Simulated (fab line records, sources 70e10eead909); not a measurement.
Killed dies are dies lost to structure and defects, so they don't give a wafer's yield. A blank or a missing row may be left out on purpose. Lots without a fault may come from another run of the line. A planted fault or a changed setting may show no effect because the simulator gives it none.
Which tool did it? | flow nand_harc | 24 lots, 72 wafers sampled, at 1 step of a route of 1302

WHAT THE GAUGES READ, wafer by wafer
NHARC_A_CONTACT_OVL_MEAS_43. Usual: overlay_x_nm 0.1 nm, standard deviation 0.81; overlay_y_nm 0.0 nm, standard deviation 0.93.
lot  | measured     | on         | overlay_x_nm (nm) | overlay_y_nm (nm) | flag
L074 | day 21 12:07 | overlay-01 | -0.4 -0.5 -0.2    | -0.5 0.0 -0.3     |
L075 | day 21 23:12 | overlay-01 | 1.1 0.4 0.4       | -0.8 -1.7 -1.1    |
L076 | day 21 23:25 | overlay-02 | -1.0 -1.1 -0.9    | -0.1 0.6 0.0      |
L077 | day 23 03:47 | overlay-02 | 1.2 0.9 1.1       | -0.1 -0.6 -0.7    |
L078 | day 23 03:57 | overlay-01 | 1.4 0.4 1.2       | -0.1 -0.2 0.2     |
L079 | day 24 01:24 | overlay-02 | 0.1 1.1 0.5       | -0.5 -0.7 -0.5    |
L080 | day 24 10:02 | overlay-01 | -0.7 -0.6 -0.6    | -0.9 -1.4 -1.0    |
L081 | day 24 10:13 | overlay-01 | -0.2 0.1 -0.2     | -1.8 -1.4 -1.5    |
L082 | day 24 18:54 | overlay-01 | 0.8 0.8 0.9       | 0.0 0.7 0.2       |
L085 | day 25 07:15 | overlay-01 | 0.1 -0.4 -0.2     | 1.6 1.3 0.3       |
L084 | day 25 13:06 | overlay-02 | -1.1 -0.2 -1.3    | 0.6 1.0 1.1       |
L083 | day 25 20:25 | overlay-02 | 0.2 0.7 1.0       | 0.3 1.1 0.1       |
L086 | day 26 10:55 | overlay-01 | -0.7 -1.5 -0.8    | 2.1 1.5 1.4       |
L087 | day 27 07:00 | overlay-02 | -0.6 -0.4 0.0     | -1.2 -1.1 -1.3    |
L088 | day 27 17:42 | overlay-01 | 1.6 2.0 1.7       | 0.5 0.3 -0.1      |
L089 | day 27 22:25 | overlay-02 | 0.5 0.9 0.7       | 0.8 0.9 1.2       |
L090 | day 28 03:14 | overlay-02 | -0.5 -1.1 -0.6    | 0.4 0.4 0.3       |
L091 | day 28 03:23 | overlay-01 | -0.9 -1.2 -0.5    | -0.6 -0.6 -0.5    |
L092 | day 29 03:32 | overlay-01 | 0.2 -0.1 0.6      | 1.3 1.7 1.4       |
L093 | day 29 11:28 | overlay-02 | -0.2 -0.4 0.4     | -0.1 -0.4 -0.3    |
L095 | day 30 08:23 | overlay-01 | -0.2 0.4 0.1      | 0.1 0.4 1.0       |
L094 | day 30 13:06 | overlay-02 | 0.5 1.1 1.0       | -1.2 -1.4 -1.0    |
L097 | day 31 06:40 | overlay-02 | 0.6 1.2 0.5       | 0.6 -0.4 -0.2     |
L096 | day 31 06:50 | overlay-02 | 1.2 0.9 0.5       | -0.4 0.2 -0.4     |

WHICH TOOL RAN EACH LOT (tool, then ch and the chambers of the sampled wafers, then the start)
The record holds no process step before these readings.

WHAT THE TOOLS THEMSELVES READ (means of the sampled wafers that have a number; where no wafer has one, the mark that the record gives instead)
The record holds no such reading with a usual standard deviation.

THE ANSWER, worked out from the rows above alone
Rule: a lot is off if the mean of its wafers that have a number lies more than 3 standard deviations from the usual mean. A lot without any number at a reading at which 4 lots or more have one is off too. The other lots that the step has rows for count as sound. The gauges are gone through in route order, then the tools' own readings, and for those a lot's mean is taken as printed above. The first step at which some lot is off is used, and at that step the reading that is off furthest; a lot without a number counts as furthest.
No lot is off at any reading shown: from this, nothing can be told.

WHAT THE SIMULATOR HAD PUT IN
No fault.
